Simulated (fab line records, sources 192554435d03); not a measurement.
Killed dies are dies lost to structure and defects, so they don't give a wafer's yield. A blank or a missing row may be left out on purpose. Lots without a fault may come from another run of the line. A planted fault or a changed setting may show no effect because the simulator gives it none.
Chamber matching | flow n5_finfet | N5_BEOL_M6_STRIP_19 on rie_diel-03: 4 sister chambers
The step strips in O2. 4 wafers are shown with their chamber, then 11 later ones without.

WAFERS WITH THEIR CHAMBER
wafer  | chamber | showerhead_plenum_p_Torr (Torr)
L087.5 | 2       | 2.20
L087.6 | 3       | 1.98
L086.1 | 1       | 2.21
L090.1 | 0       | 2.16

WAFERS WITHOUT THEIR CHAMBER
wafer  | showerhead_plenum_p_Torr (Torr)
L090.4 | 2.21
L090.5 | 2.19
L088.1 | 2.21
L088.2 | 2.16
L088.3 | 2.19
L089.1 | 2.16
L089.4 | 2.19
L089.6 | 2.21
L096.1 | 2.24
L096.3 | 2.21
L096.5 | 2.24

WHICH CHAMBER EACH WENT THROUGH
wafer  | from the rows above          | in truth
L090.4 | can't be placed: 1 or 2      | 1
L090.5 | can't be placed: 2 or 1 or 0 | 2
L088.1 | can't be placed: 1 or 2      | 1
L088.2 | 0                            | 0
L088.3 | can't be placed: 2 or 1 or 0 | 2
L089.1 | 0                            | 0
L089.4 | can't be placed: 2 or 1 or 0 | 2
L089.6 | can't be placed: 1 or 2      | 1
L096.1 | can't be placed: 1 or 2      | 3
L096.3 | can't be placed: 1 or 2      | 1
L096.5 | can't be placed: 1 or 2      | 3
Placed correctly: 2 of 11. Can't be placed from these rows: 9 (the true chamber is among the candidates in 7). Placed wrongly: 0.
How it was worked out, from the rows above alone: a wafer's distance from a chamber is the root of the sum, over the readings, of the square of ((its reading less the chamber's mean) divided by the reading's scatter). The wafer belongs to the nearest chamber; if the next one is less than 2 further off, it can't be placed. A chamber's mean is the mean of its shown wafers. The scatter: with one shown wafer a chamber, the root of the mean of the squares of how far each hidden wafer lies from its nearest shown one.
